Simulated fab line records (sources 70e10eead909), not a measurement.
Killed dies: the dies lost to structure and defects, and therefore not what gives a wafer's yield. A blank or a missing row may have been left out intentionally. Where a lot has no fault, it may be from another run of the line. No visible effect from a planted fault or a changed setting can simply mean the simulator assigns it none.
fab line records + flow nand_harc
[record]
- lots = 10
- wafers = 30
- last_day = 33
route steps=1302 shown A_CONTACT@1019 END@1302
lots that met no fault: from a run of the same line without faults
start_h: hours from the record's opening day to when the first of the lot's shown wafers began + wait_h: time in hours since the lot's previous step + " as in the row above + L1.1+2: a single row standing in for several wafers + - no value, or no start given + * or withheld: withheld + < > ~ a bound
route shown NAME@n: a module of which the file shows steps, and the number in the route of the first + usual: the fault-free wafers' mean and standard deviation + same: alike in all rows + chamber/n: place in a boat + sites: per-site readings + _std_site: their standard deviation + _edge_site: outer sites' mean less inner sites' + radius_mm: for every site, how far away it sits from the centre of the wafer + mask NAME#n: copy n + behind: the tool/chamber that last shaped the wafer + hold: why the lot was held/for how many hours/how that ended + device: names the non-switching transistor (n, p or np) + end of line: tests run on the same wafers once the route is complete + a step with no rows: only its recipe + killed: the dies lost at the first sort to structure and to defects; this is not the yield of the wafer + map: per-die view of a wafer (x killed, . not killed, _ where there is no die)
set.NAME: setting as actually run; set.NAME@STEP: the setting as run at that earlier step + model.NAME: the simulator's own value behind a step, which no gauge read
the route's steps for a sample of lots (tables are steps, rows are wafers)
services: when a tool's chamber went out of use (start_h, in hours from the record's first day, below 0 if earlier), for how many hours, and the reason
[[steps]]
[step NHARC_A_CONTACT_ETCH_96]
[recipe]
- target_depth_a = 200
- over_etch_frac = 0.5
- time_s = 10
- ion_energy_ev = 250
- c4f6_flow_sccm = 25
- o2_flow_sccm = 20
- ar_flow_sccm = 500
- rf_w = 600
- bias_w = 500
- chemistry = C4F6/O2
[usual]
- drypump_motor_current_A = 5.8/0.42
- mfc_ar_sccm = 500.1/1.4
- oes_product_au = 0.962/0.028
- rf_vpp_V = 545.5/2.7
- showerhead_plenum_p_Torr = 3.86/0.13
- throttle_valve_pct = 26.904/0.0097
| lot.wafer | tool        | chamber | start_h | wait_h | drypump_motor_current_A | mfc_ar_sccm | oes_product_au | rf_hours_counter_h | rf_vpp_V | showerhead_plenum_p_Torr | throttle_valve_pct |
|-----------|-------------|---------|---------|--------|-------------------------|-------------|----------------|--------------------|----------|--------------------------|--------------------|
| L114.1    | rie_diel-06 | 1       | -       | -      | 4.9                     | 497.4       | 0.946          | 3                  | 544.7    | 3.83                     | 26.913             |
| L114.4    | "           | 2       | "       | "      | 5.9                     | 499.8       | 0.955          | 2                  | 544.2    | 3.78                     | 26.888             |
| L114.5    | "           | 0       | "       | "      | 6.2                     | 500.6       | 0.963          | -                  | 541.4    | 3.75                     | 26.916             |
| L113.1    | rie_diel-06 | 2       | -       | -      | 5.9                     | 497.5       | 0.983          | 2                  | 544.5    | 3.78                     | 26.903             |
| L113.6    | "           | 0       | "       | "      | 6.1                     | 501.3       | 0.977          | -                  | 543.3    | 3.75                     | 26.905             |
| L113.5    | "           | 1       | "       | "      | 4.9                     | 501.7       | 0.974          | -                  | 545.9    | 3.83                     | 26.913             |
| L117.1    | rie_diel-01 | 3       | 553.42  | 0.1    | 6.4                     | 501.3       | 0.938          | 52                 | 541.9    | 3.68                     | 26.899             |
| L117.3    | "           | 1       | "       | "      | 5.7                     | 499.5       | 0.967          | 54                 | 549.0    | 4.02                     | 26.908             |
| L117.6    | "           | 1       | "       | "      | 5.7                     | 498.6       | 0.956          | -                  | 547.0    | 4.02                     | 26.893             |
| L119.4    | rie_diel-01 | 1       | -       | -      | 5.6                     | 500.0       | 1.039          | 0                  | 548.1    | 4.02                     | 26.920             |
| L119.3    | "           | 2       | "       | "      | 5.9                     | 501.0       | 1.007          | 0                  | 544.6    | 3.83                     | 26.911             |
| L119.5    | "           | 1       | "       | "      | 5.7                     | 501.2       | 1.027          | -                  | 547.5    | 4.02                     | 26.911             |
| L122.2    | rie_diel-06 | 1       | -       | -      | 4.9                     | 500.1       | 0.944          | 16                 | 545.2    | 3.82                     | 26.906             |
| L122.1    | "           | 0       | "       | "      | 6.2                     | 501.0       | 0.971          | 16                 | 543.6    | 3.75                     | 26.925             |
| L122.6    | "           | 1       | "       | "      | 4.8                     | 501.7       | 0.956          | -                  | 544.9    | 3.82                     | 26.910             |
| L133.4    | rie_diel-01 | 2       | -       | -      | 5.9                     | 498.6       | 0.944          | 35                 | 545.7    | 3.81                     | 26.911             |
| L133.3    | "           | 0       | "       | "      | 5.9                     | 497.5       | 0.911          | 38                 | 547.2    | 3.92                     | 26.893             |
| L133.6    | "           | 1       | "       | "      | 5.7                     | 500.8       | 0.971          | -                  | 548.2    | 3.99                     | 26.894             |
| L132.2    | rie_diel-06 | 0       | -       | -      | 6.2                     | 500.3       | 0.930          | 3                  | 543.7    | 3.74                     | 26.893             |
| L132.4    | "           | 2       | "       | "      | 5.8                     | 500.1       | 0.936          | 3                  | 542.9    | 3.77                     | 26.915             |
| L132.5    | "           | 0       | "       | "      | 6.1                     | 498.2       | 0.933          | -                  | 543.6    | 3.74                     | 26.901             |
| L134.3    | rie_diel-01 | 0       | -       | -      | 5.9                     | 498.4       | 0.934          | 52                 | 547.1    | 3.91                     | 26.907             |
| L134.6    | "           | 0       | "       | "      | 5.9                     | 499.5       | 0.934          | -                  | 547.0    | 3.91                     | 26.912             |
| L134.5    | "           | 1       | "       | "      | 5.7                     | 502.4       | 0.969          | -                  | 547.4    | 3.98                     | 26.891             |
| L135.2    | rie_diel-06 | 3       | -       | -      | 5.9                     | 500.2       | 0.954          | 6                  | 545.8    | 3.86                     | 26.901             |
| L135.1    | "           | 1       | "       | "      | 4.9                     | 503.0       | 0.969          | 5                  | 544.8    | 3.81                     | 26.908             |
| L135.5    | "           | 3       | "       | "      | 5.9                     | 500.4       | 0.958          | -                  | 545.9    | 3.86                     | 26.887             |
| L136.4    | rie_diel-13 | 0       | -       | -      | 5.9                     | 501.3       | 0.995          | 11                 | 547.9    | 3.97                     | 26.912             |
| L136.3    | "           | 1       | "       | "      | 5.6                     | 501.0       | 0.988          | 11                 | 548.0    | 3.99                     | 26.911             |
| L136.5    | "           | 3       | "       | "      | 5.1                     | 502.5       | 1.001          | -                  | 542.4    | 3.67                     | 26.902             |
[step NHARC_A_CONTACT_ETCH_102]
[recipe]
- target_depth_a = 1000
- overetch_a = 100
- time_s = 55
- ion_energy_ev = 100
- cf4_flow_sccm = 80
- o2_flow_sccm = 20
- ar_flow_sccm = 0
- rf_w = 300
- bias_w = 100
- chemistry = CF4/O2
[usual]
- drypump_motor_current_A = 5.7/0.45
- mfc_ar_sccm = 0.009/0.012
- oes_ar_750_au = 1.000/0.0051
- oes_o_777_au = 1.000/0.0045
- oes_product_au = 0.992/0.014
- rf_vpp_V = 197.3/1.1
- showerhead_plenum_p_Torr = 1.31/0.043
- throttle_valve_pct = 13.398/0.0088
| lot.wafer | tool        | chamber | start_h | wait_h | drypump_motor_current_A | mfc_ar_sccm | oes_ar_750_au | oes_o_777_au | oes_product_au | rf_hours_counter_h | rf_vpp_V | showerhead_plenum_p_Torr | throttle_valve_pct |
|-----------|-------------|---------|---------|--------|-------------------------|-------------|---------------|--------------|----------------|--------------------|----------|--------------------------|--------------------|
| L114.4    | rie_diel-06 | 0       | 504.57  | 0.1    | 6.1                     | 0           | 1.000         | 1.002        | 1.000          | 2                  | 197.0    | 1.27                     | 13.386             |
| L114.1    | "           | 1       | "       | "      | 4.8                     | 0.030       | 1.001         | 1.001        | 0.996          | 3                  | 198.4    | 1.30                     | 13.414             |
| L114.5    | "           | 0       | "       | "      | 6.2                     | 0           | 0.995         | 0.992        | 0.994          | -                  | 196.4    | 1.27                     | 13.409             |
| L113.1    | rie_diel-06 | 3       | 506.65  | 0.1    | 5.8                     | 0           | 0.997         | 0.994        | 0.991          | 2                  | 197.2    | 1.32                     | 13.391             |
| L113.6    | "           | 1       | "       | "      | 4.8                     | 0.030       | 1.007         | 1.004        | 0.987          | -                  | 195.6    | 1.30                     | 13.391             |
| L113.5    | "           | 2       | "       | "      | 5.9                     | 0           | 1.007         | 0.997        | 0.984          | -                  | 196.3    | 1.28                     | 13.392             |
| L117.3    | rie_diel-06 | 1       | 553.81  | 0.1    | 4.9                     | 0.030       | 1.005         | 1.001        | 0.972          | 10                 | 198.2    | 1.30                     | 13.411             |
| L117.1    | "           | 3       | "       | "      | 5.9                     | 0           | 1.002         | 1.007        | 0.982          | 9                  | 196.8    | 1.32                     | 13.399             |
| L117.6    | "           | 0       | "       | "      | 6.1                     | 0           | 1.007         | 1.000        | 0.990          | -                  | 195.5    | 1.27                     | 13.415             |
| L119.3    | rie_diel-06 | 3       | 567.85  | 0.1    | 5.9                     | 0           | 0.994         | 1.001        | 0.975          | 11                 | 197.8    | 1.32                     | 13.389             |
| L119.5    | "           | 3       | "       | "      | 5.9                     | 0           | 0.998         | 1.004        | 0.972          | -                  | 196.7    | 1.32                     | 13.385             |
| L119.4    | "           | 1       | "       | "      | 4.8                     | 0.030       | 1.000         | 0.992        | 0.978          | -                  | 195.6    | 1.30                     | 13.387             |
| L122.2    | rie_diel-06 | 0       | 595.34  | 0.0    | 6.1                     | 0           | 0.999         | 0.994        | 0.981          | 16                 | 196.5    | 1.27                     | 13.404             |
| L122.1    | "           | 1       | "       | "      | 4.8                     | 0.030       | 1.009         | 0.998        | 0.976          | 16                 | 197.4    | 1.30                     | 13.404             |
| L122.6    | "           | 0       | "       | "      | 6.1                     | 0           | 0.999         | 1.001        | 0.982          | -                  | 195.3    | 1.27                     | 13.381             |
| L133.3    | rie_diel-06 | 3       | 685.95  | 0.1    | 5.9                     | 0           | 1.020         | 1.003        | 0.989          | 2                  | 196.4    | 1.31                     | 13.392             |
| L133.6    | "           | 0       | "       | "      | 6.1                     | 0           | 1.002         | 0.993        | 0.993          | -                  | 195.2    | 1.27                     | 13.388             |
| L133.4    | "           | 2       | "       | "      | 5.8                     | 0           | 0.993         | 0.999        | 0.995          | -                  | 198.0    | 1.28                     | 13.403             |
| L132.4    | rie_diel-06 | 3       | 688.99  | 0.1    | 5.9                     | 0           | 0.996         | 1.007        | 0.990          | 3                  | 198.0    | 1.31                     | 13.413             |
| L132.2    | "           | 0       | "       | "      | 6.1                     | 0           | 0.995         | 1.000        | 1.003          | 3                  | 196.8    | 1.27                     | 13.398             |
| L132.5    | "           | 0       | "       | "      | 6.1                     | 0           | 0.998         | 1.001        | 0.996          | -                  | 196.4    | 1.27                     | 13.396             |
| L134.3    | rie_diel-01 | 0       | 719.51  | 0.0    | 5.9                     | 0.027       | 1.000         | 1.001        | 0.976          | 52                 | 198.6    | 1.33                     | 13.404             |
| L134.5    | "           | 0       | "       | "      | 5.9                     | 0.027       | 0.999         | 1.000        | 0.967          | -                  | 198.1    | 1.33                     | 13.410             |
| L134.6    | "           | 1       | "       | "      | 5.7                     | 0.010       | 0.997         | 0.992        | 1.023          | -                  | 197.4    | 1.36                     | 13.394             |
| L135.1    | rie_diel-06 | 2       | 720.36  | 0.1    | 5.8                     | 0           | 0.994         | 1.009        | 1.002          | 7                  | 196.9    | 1.28                     | 13.387             |
| L135.2    | "           | 3       | "       | "      | 5.9                     | 0           | 1.006         | 1.002        | 0.991          | 7                  | 196.4    | 1.31                     | 13.405             |
| L135.5    | "           | 0       | "       | "      | 6.1                     | 0           | 0.993         | 1.007        | 0.995          | -                  | 196.3    | 1.27                     | 13.404             |
| L136.4    | rie_diel-06 | 0       | 730.16  | 0.1    | 6.1                     | 0           | 1.007         | 0.996        | 1.001          | 9                  | 198.6    | 1.27                     | 13.401             |
| L136.3    | "           | 3       | "       | "      | 5.9                     | 0           | 1.005         | 1.001        | 0.991          | 9                  | 198.1    | 1.31                     | 13.404             |
| L136.5    | "           | 0       | "       | "      | 6.1                     | 0           | 1.006         | 0.999        | 1.000          | -                  | 197.5    | 1.26                     | 13.382             |
[step NHARC_A_CONTACT_DEP_58]
[recipe]
- target_thk_a = 900
- target_thk_nm = 90
- temp_c = 400
- pressure_torr = 3.5
- flow_sccm = 200
- rf_w = 350
- material = SiON
[usual]
- heater_power_w = 821/74
| lot.wafer | tool     | chamber | start_h | wait_h | heater_power_w |
|-----------|----------|---------|---------|--------|----------------|
| L114.1    | pecvd-04 | 2       | 509.08  | 2.7    | 866            |
| L114.4    | "        | 2       | "       | "      | 857            |
| L114.5    | "        | 0       | "       | "      | 715            |
| L113.1    | pecvd-04 | 1       | 512.37  | 2.8    | 924            |
| L113.5    | "        | 2       | "       | "      | 873            |
| L113.6    | "        | 0       | "       | "      | 790            |
| L117.3    | pecvd-02 | 2       | 563.88  | 1.6    | 837            |
| L117.1    | "        | 1       | "       | "      | 698            |
| L117.6    | "        | 2       | "       | "      | 838            |
| L119.3    | pecvd-04 | 2       | 574.06  | 1.6    | 851            |
| L119.4    | "        | 2       | "       | "      | 865            |
| L119.5    | "        | 1       | "       | "      | 942            |
| L122.1    | pecvd-04 | 2       | 599.53  | 3.0    | 826            |
| L122.2    | "        | 1       | "       | "      | 957            |
| L122.6    | "        | 1       | "       | "      | 949            |
| L133.3    | pecvd-04 | 2       | 689.91  | 1.7    | 832            |
| L133.4    | "        | 0       | "       | "      | 777            |
| L133.6    | "        | 2       | "       | "      | 835            |
| L132.2    | pecvd-04 | 0       | 692.97  | 2.2    | 883            |
| L132.5    | "        | 1       | "       | "      | 839            |
| L132.4    | "        | 0       | "       | "      | 864            |
| L134.3    | pecvd-04 | 1       | 724.24  | 1.7    | 798            |
| L134.6    | "        | 1       | "       | "      | 812            |
| L134.5    | "        | 2       | "       | "      | 804            |
| L135.2    | pecvd-04 | 1       | 725.42  | 2.2    | 902            |
| L135.1    | "        | 2       | "       | "      | 795            |
| L135.5    | "        | 2       | "       | "      | 796            |
| L136.3    | pecvd-04 | 2       | 734.06  | 1.6    | 852            |
| L136.4    | "        | 2       | "       | "      | 849            |
| L136.5    | "        | 0       | "       | "      | 742            |
[step NHARC_A_CONTACT_INSPECT_71]
[usual]
- raw_defect_count = 80/43
| lot.wafer | tool              | chamber | start_h | wait_h | hold                     | raw_defect_count |
|-----------|-------------------|---------|---------|--------|--------------------------|------------------|
| L114.1    | defect_inspect-02 | -       | 509.92  | 0.0    | -                        | 67               |
| L114.4    | "                 | -       | "       | "      | -                        | 63               |
| L114.5    | "                 | -       | "       | "      | -                        | 67               |
| L113.1    | defect_inspect-01 | -       | 513.03  | 0.0    | -                        | 15               |
| L113.5    | "                 | -       | "       | "      | -                        | 23               |
| L113.6    | "                 | -       | "       | "      | -                        | 23               |
| L117.1    | defect_inspect-01 | -       | 564.72  | 0.0    | -                        | 144              |
| L117.3    | "                 | -       | "       | "      | -                        | 127              |
| L117.6    | "                 | -       | "       | "      | -                        | 135              |
| L119.3    | defect_inspect-02 | -       | 574.91  | 0.0    | await_dispo/0.2h/release | 779              |
| L119.4    | "                 | -       | "       | "      | await_dispo/0.2h/release | 799              |
| L119.5    | "                 | -       | "       | "      | await_dispo/0.2h/release | 817              |
| L119.3    | defect_inspect-02 | -       | 575.08  | 0.2    | -                        | 782              |
| L119.4    | "                 | -       | "       | "      | -                        | 804              |
| L119.5    | "                 | -       | "       | "      | -                        | 804              |
| L122.1    | defect_inspect-02 | -       | 600.26  | 0.0    | await_dispo/0.2h/release | 799              |
| L122.2    | "                 | -       | "       | "      | await_dispo/0.2h/release | 729              |
| L122.6    | "                 | -       | "       | "      | await_dispo/0.2h/release | 717              |
| L122.1    | defect_inspect-02 | -       | 600.43  | 0.2    | -                        | 794              |
| L122.2    | "                 | -       | "       | "      | -                        | 720              |
| L122.6    | "                 | -       | "       | "      | -                        | 703              |
| L133.3    | defect_inspect-02 | -       | 690.58  | 0.0    | -                        | 145              |
| L133.4    | "                 | -       | "       | "      | -                        | 121              |
| L133.6    | "                 | -       | "       | "      | -                        | 130              |
| L132.2    | defect_inspect-02 | -       | 693.75  | 0.0    | -                        | 34               |
| L132.4    | "                 | -       | "       | "      | -                        | 30               |
| L132.5    | "                 | -       | "       | "      | -                        | 36               |
| L134.3    | defect_inspect-01 | -       | 725.08  | 0.0    | -                        | 108              |
| L134.5    | "                 | -       | "       | "      | -                        | 112              |
| L134.6    | "                 | -       | "       | "      | -                        | 101              |
| L135.1    | defect_inspect-01 | -       | 726.36  | 0.0    | -                        | 18               |
| L135.2    | "                 | -       | "       | "      | -                        | 16               |
| L135.5    | "                 | -       | "       | "      | -                        | 14               |
| L136.3    | defect_inspect-02 | -       | 734.79  | 0.0    | -                        | 54               |
| L136.4    | "                 | -       | "       | "      | -                        | 55               |
| L136.5    | "                 | -       | "       | "      | -                        | 56               |
[step NHARC_A_CONTACT_ETCH_75]
[recipe]
- target_depth_a = 390
- over_etch_frac = 0.3
- time_s = 65
- ion_energy_ev = 80
- cf4_flow_sccm = 150
- ar_flow_sccm = 0
- rf_w = 300
- bias_w = 100
- chemistry = CF4
[usual]
- drypump_motor_current_A = 5.7/0.46
- mfc_ar_sccm = 0.008/0.012
- oes_product_au = 0.992/0.012
- rf_vpp_V = 150.9/1
- showerhead_plenum_p_Torr = 1.74/0.057
- throttle_valve_pct = 13.283/0.0085
| lot.wafer | tool        | chamber | start_h | wait_h | drypump_motor_current_A | mfc_ar_sccm | oes_product_au | rf_hours_counter_h | rf_vpp_V | showerhead_plenum_p_Torr | throttle_valve_pct |
|-----------|-------------|---------|---------|--------|-------------------------|-------------|----------------|--------------------|----------|--------------------------|--------------------|
| L114.1    | rie_diel-06 | 0       | 510.07  | 0.1    | 6.1                     | 0           | 0.987          | 3                  | 151.5    | 1.69                     | 13.292             |
| L114.4    | "           | 2       | "       | "      | 5.8                     | 0           | 0.988          | 3                  | 150.5    | 1.70                     | 13.295             |
| L114.5    | "           | 1       | "       | "      | 4.8                     | 0.030       | 0.983          | -                  | 150.5    | 1.73                     | 13.284             |
| L113.1    | rie_diel-06 | 3       | 513.20  | 0.1    | 5.9                     | 0           | 0.977          | 4                  | 151.4    | 1.75                     | 13.288             |
| L113.6    | "           | 0       | "       | "      | 6.1                     | 0           | 0.985          | -                  | 149.2    | 1.69                     | 13.271             |
| L113.5    | "           | 1       | "       | "      | 4.8                     | 0.030       | 0.970          | -                  | 150.3    | 1.73                     | 13.304             |
| L117.1    | rie_diel-06 | 1       | 564.88  | 0.1    | 4.9                     | 0.030       | 0.970          | 11                 | 150.5    | 1.72                     | 13.284             |
| L117.3    | "           | 0       | "       | "      | 6.1                     | 0           | 0.970          | 11                 | 149.9    | 1.69                     | 13.283             |
| L117.6    | "           | 3       | "       | "      | 5.9                     | 0           | 0.980          | -                  | 152.2    | 1.75                     | 13.288             |
| L119.4    | rie_diel-13 | 0       | 582.06  | 0.2    | 5.9                     | 0.001       | 0.993          | 16                 | 151.5    | 1.80                     | 13.275             |
| L119.3    | "           | 2       | "       | "      | 6.0                     | 0.010       | 1.006          | 17                 | 152.7    | 1.86                     | 13.289             |
| L119.5    | "           | 0       | "       | "      | 5.9                     | 0.001       | 0.997          | -                  | 151.1    | 1.80                     | 13.278             |
| L122.2    | rie_diel-06 | 3       | 603.01  | 0.1    | 5.9                     | 0           | 0.989          | 17                 | 150.7    | 1.74                     | 13.269             |
| L122.1    | "           | 1       | "       | "      | 4.8                     | 0.030       | 0.984          | 17                 | 151.3    | 1.72                     | 13.292             |
| L122.6    | "           | 0       | "       | "      | 6.1                     | 0           | 0.985          | -                  | 150.4    | 1.69                     | 13.262             |
| L133.4    | rie_diel-06 | 3       | 690.72  | 0.1    | 5.9                     | 0           | 0.986          | 3                  | 150.9    | 1.74                     | 13.265             |
| L133.3    | "           | 1       | "       | "      | 4.8                     | 0.030       | 0.990          | 0                  | 151.1    | 1.72                     | 13.292             |
| L133.6    | "           | 0       | "       | "      | 6.1                     | 0           | 0.990          | -                  | 151.0    | 1.68                     | 13.288             |
| L132.4    | rie_diel-06 | 3       | 693.93  | 0.1    | 5.9                     | 0           | 0.994          | 4                  | 150.9    | 1.74                     | 13.265             |
| L132.2    | "           | 0       | "       | "      | 6.1                     | 0           | 1.004          | 4                  | 150.4    | 1.68                     | 13.270             |
| L132.5    | "           | 1       | "       | "      | 4.9                     | 0.030       | 0.986          | -                  | 148.8    | 1.72                     | 13.271             |
| L134.3    | rie_diel-13 | 1       | 725.24  | 0.1    | 5.6                     | 0.020       | 0.999          | 9                  | 151.5    | 1.80                     | 13.275             |
| L134.6    | "           | 3       | "       | "      | 5.1                     | 0           | 1.000          | -                  | 149.7    | 1.65                     | 13.282             |
| L134.5    | "           | 0       | "       | "      | 5.9                     | 0.001       | 0.998          | -                  | 151.4    | 1.79                     | 13.285             |
| L135.1    | rie_diel-06 | 2       | 726.50  | 0.1    | 5.8                     | 0           | 0.988          | 9                  | 150.7    | 1.69                     | 13.283             |
| L135.2    | "           | 0       | "       | "      | 6.1                     | 0           | 1.010          | 8                  | 149.4    | 1.68                     | 13.293             |
| L135.5    | "           | 2       | "       | "      | 5.9                     | 0           | 1.004          | -                  | 152.1    | 1.69                     | 13.260             |
| L136.4    | rie_diel-13 | 1       | 734.93  | 0.1    | 5.5                     | 0.020       | 0.994          | 13                 | 151.8    | 1.80                     | 13.278             |
| L136.3    | "           | 0       | "       | "      | 5.9                     | 0.001       | 0.995          | 12                 | 152.4    | 1.79                     | 13.278             |
| L136.5    | "           | 1       | "       | "      | 5.6                     | 0.020       | 0.994          | -                  | 152.9    | 1.80                     | 13.275             |
[step NHARC_END_SORT_01]
[recipe]
- temp_c = 25
[usual]
- killed_at_array = 54/21
- killed_at_other = 0.9/1.1
- killed_at_periphery = 3.5/2.5
- killed_dies = 58/21
- killed_open = 3.3/1.9
- killed_short = 2.6/1.8
[same]
- gross_dies = 677
| lot.wafer | tool      | chamber | start_h | wait_h | killed_at_array | killed_at_other | killed_at_periphery | killed_dies | killed_open | killed_short |
|-----------|-----------|---------|---------|--------|-----------------|-----------------|---------------------|-------------|-------------|--------------|
| L119.3    | prober-02 | 0       | 674.14  | 3.1    | 148             | 1               | 1                   | 150         | 1           | 3            |
| L119.4    | prober-02 | 0       | 674.95  | 3.4    | 157             | 0               | 3                   | 160         | 2           | 5            |
| L119.5    | prober-02 | 0       | 675.75  | 3.7    | 152             | 1               | 7                   | 160         | 6           | 1            |
| L122.1    | prober-02 | 0       | 688.86  | 2.5    | 141             | 0               | 1                   | 142         | 5           | 2            |
| L122.2    | prober-02 | 0       | 689.66  | 2.8    | 140             | 0               | 0                   | 140         | 3           | 2            |
| L122.6    | prober-02 | 0       | 692.85  | 4.0    | 121             | 0               | 2                   | 123         | 6           | 3            |
// killed by level:class
L119.3 A_CONTACT:unspecified=82 A_CHANNEL_HOLE_D2:chamber_film_flake=24 A_CHANNEL_HOLE_D1:chamber_film_flake=18 A_SLIT:chamber_film_flake=15 A_STAIRCASE:chamber_film_flake=2 A_CONTACT:chamber_film_flake=2 A_DECK1_JOINT:geometric_particle:short=1 A_SGD_CUT:geometric_particle:open=1
L119.4 A_CONTACT:unspecified=80 A_CHANNEL_HOLE_D2:chamber_film_flake=25 A_CHANNEL_HOLE_D1:chamber_film_flake=21 A_SLIT:chamber_film_flake=21 A_CHANNEL_FILL_D2:geometric_particle:open=2 A_SGD_CUT:geometric_particle:short=2 P_M2:chamber_film_flake=2 A_CHANNEL_FILL_D1:geometric_particle:short=1
L119.5 A_CONTACT:unspecified=83 A_CHANNEL_HOLE_D2:chamber_film_flake=32 A_SLIT:chamber_film_flake=15 A_CHANNEL_HOLE_D1:chamber_film_flake=8 A_CONTACT:chamber_film_flake=6 A_ZERO_WELL:chamber_film_flake=3 P_CONTACT:geometric_particle:open=2 P_STI:chamber_film_flake=2
L122.1 A_CONTACT:unspecified=86 A_CHANNEL_HOLE_D1:chamber_film_flake=30 A_CHANNEL_HOLE_D2:chamber_film_flake=11 A_SLIT:chamber_film_flake=3 A_STAIRCASE:chamber_film_flake=2 A_BLC:chamber_film_flake=2 P_M2:geometric_particle:short=1 A_ONON_D1:geometric_particle:short=1
L122.2 A_CONTACT:unspecified=93 A_CHANNEL_HOLE_D1:chamber_film_flake=28 A_CHANNEL_HOLE_D2:chamber_film_flake=9 A_BLC:chamber_film_flake=2 A_SOURCE_PLATE:geometric_particle:short=1 A_CHANNEL_FILL_D1:geometric_particle:short=1 A_CHANNEL_FILL_D1:geometric_particle:open=1 A_WL_FILL:geometric_particle:open=1
L122.6 A_CONTACT:unspecified=83 A_CHANNEL_HOLE_D1:chamber_film_flake=16 A_CHANNEL_HOLE_D2:chamber_film_flake=9 A_ONON_D1:geometric_particle:open=2 A_CHANNEL_HOLE_D1:geometric_particle:short=2 A_CHANNEL_FILL_D1:chamber_film_flake=2 P_CONTACT:geometric_particle:open=1 A_CHANNEL_HOLE_D1:geometric_particle:open=1
[[services]]
| tool        | chamber | start_h | hours | kind       |
|-------------|---------|---------|-------|------------|
| rie_diel-06 | -       | 484.20  | 9.0   | pm         |
| rie_diel-06 | 0       | 484.20  | 9.0   | vent_cycle |
| rie_diel-06 | 1       | 484.20  | 9.0   | vent_cycle |
| rie_diel-06 | 2       | 484.20  | 9.0   | vent_cycle |
| rie_diel-06 | 3       | 484.20  | 9.0   | vent_cycle |
| rie_diel-13 | 1       | 485.28  | 3.4   | repair     |
| rie_diel-06 | 0       | 493.20  | -     | clean      |
| rie_diel-06 | 1       | 493.20  | -     | clean      |
| rie_diel-13 | 3       | 517.00  | 2.9   | repair     |
| rie_diel-13 | 2       | 518.14  | 4.1   | repair     |
| rie_diel-13 | -       | 520.08  | 9.0   | pm         |
| rie_diel-01 | 2       | 573.91  | 10.4  | repair     |
| rie_diel-13 | -       | 586.75  | 0.2   | repair     |
| pecvd-02    | -       | 589.15  | 13.0  | pm         |
| pecvd-04    | 1       | 626.18  | 16.6  | repair     |
| rie_diel-01 | 0       | 630.12  | 3.1   | repair     |
| rie_diel-06 | -       | 660.48  | 0.3   | repair     |
| rie_diel-01 | 0       | 665.61  | 2.4   | repair     |
| rie_diel-06 | 1       | 670.89  | 15.1  | repair     |
| pecvd-02    | 1       | 684.03  | 18.9  | repair     |
| rie_diel-13 | -       | 697.16  | 9.0   | pm         |
| pecvd-02    | -       | 716.23  | 2.9   | repair     |
| pecvd-04    | 0       | 722.01  | 3.7   | repair     |
| rie_diel-01 | -       | 734.83  | 9.0   | pm         |
[[key]]
[first_sign]
- step = NHARC_A_CONTACT_INSPECT_71
- reading = visit
- direction = added
[effect]
- step = NHARC_A_CONTACT_INSPECT_71
- reading = raw_defect_count
- direction = up
- sigmas = 16
- usual = 80
- struck = 773
[effect]
- step = NHARC_END_SORT_01
- reading = killed_at_array
- direction = up
- sigmas = 4.2
- usual = 54
- struck = 143
[more_kills_born_at]
- NHARC_A_CONTACT_DEP_58@pecvd-04 = 507
met_at NHARC_A_CONTACT_DEP_58
struck_lots L119,L122
tester_left_out L119,L122
not_acting_at NHARC_A_CONTACT_ETCH_96,NHARC_A_CONTACT_ETCH_102,NHARC_A_CONTACT_ETCH_75
onset_between 512.37 574.06
[fault]
- kind = chamber_particle_source
- tool = pecvd-04
- chamber = -
- onset_h = 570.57
- steps = NHARC_A_CONTACT_DEP_58
- rate_per_visit_cm2 = 1.0159
- end_h = 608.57
// tester_left_out: of these lots the tester's yield and bins aren't shown, on N5 and GAA mostly nor the transistor test; their killed dies are dies lost to structure and defects alone, not to doping, threshold or leakage, so they don't give the yield
